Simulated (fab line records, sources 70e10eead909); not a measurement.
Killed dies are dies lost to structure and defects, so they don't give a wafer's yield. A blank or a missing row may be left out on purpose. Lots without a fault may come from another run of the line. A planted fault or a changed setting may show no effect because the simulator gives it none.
A struck lot beside a sound one | flow nand_harc | 13 steps out of a route of 1302
Sound: wafers L596.2, L596.3, L596.5. Struck: wafers L584.4, L584.5, L584.6. The cause comes at the end.
At each step with rows: each side's tool, then ch and its chambers, then its first start. Under that, the readings that differ: sound wafers | struck wafers | difference of the means | sigmas: that difference in standard deviations of wafers without a fault.
alike: readings whose means differ by less than 2 such deviations, and words and numbers that are the same on both sides. not compared: withheld readings, readings that some wafer has no value for, bounds like >300 that may hide the same value, and numbers for which the record gives no deviation and whose values overlap.
The two part at a step that has a row with sigmas, a row that says differs or no value, or rows on one side only. Numbers that don't overlap but have no deviation are shown without sigmas and don't part them. A reading that every wafer of one side lacks parts them only if that side has two wafers or more.

NHARC_P_CONTACT_DEP_30: deposits SiNx, target thk 30 nm.
  sound on pecvd-03 ch 0,2, day 11 17:52; struck on pecvd-03 ch 0,1,2, day 8 07:13
  alike: heater_power_w
NHARC_P_CONTACT_DEP_00: deposits SiO2, target thk 500 nm.
  sound on pecvd-03 ch 0,2; struck on pecvd-03 ch 0,1,2
  alike: heater_power_w, throttle_valve_pct
NHARC_P_CONTACT_CMP_01: polishes SiO2, target thk 200 nm.
  sound on cmp-03 ch 0,1,2, day 11 18:38; struck on cmp-04 ch 1,2,3, day 8 07:53
  alike: motor_current_A
then, 8 steps without rows for these wafers: NHARC_P_CONTACT_SRD_03; NHARC_P_CONTACT_DEHYDRATE_04 (time 120 s); NHARC_P_CONTACT_HMDS_05 (time 30 s); NHARC_P_CONTACT_COAT_33 (time 75 s); NHARC_P_CONTACT_COAT_34 (time 65 s); NHARC_P_CONTACT_COAT_06 (resist thk 90 nm); NHARC_P_CONTACT_SOFTBAKE_07 (time 55 s); NHARC_P_CONTACT_EBR_08.
NHARC_P_CONTACT_EXPOSE_09: exposes mask P CA, target cd 90 nm.
  sound on arfi_scanner-01 ch 0, day 11 19:17; struck on arfi_scanner-02, day 8 08:31
  no value came back on the struck wafers for exposure_dose_mJ_cm2, focus_offset_nm (nm); on the sound wafers exposure_dose_mJ_cm2 reads 81.29 81.24 81.30
  alike: mask
then, 1 step without rows for these wafers: NHARC_P_CONTACT_PEB_10 (peb time 65 s).

WHERE THEY PART
Only at NHARC_P_CONTACT_EXPOSE_09, within this record.

WHY: what the simulator had put in
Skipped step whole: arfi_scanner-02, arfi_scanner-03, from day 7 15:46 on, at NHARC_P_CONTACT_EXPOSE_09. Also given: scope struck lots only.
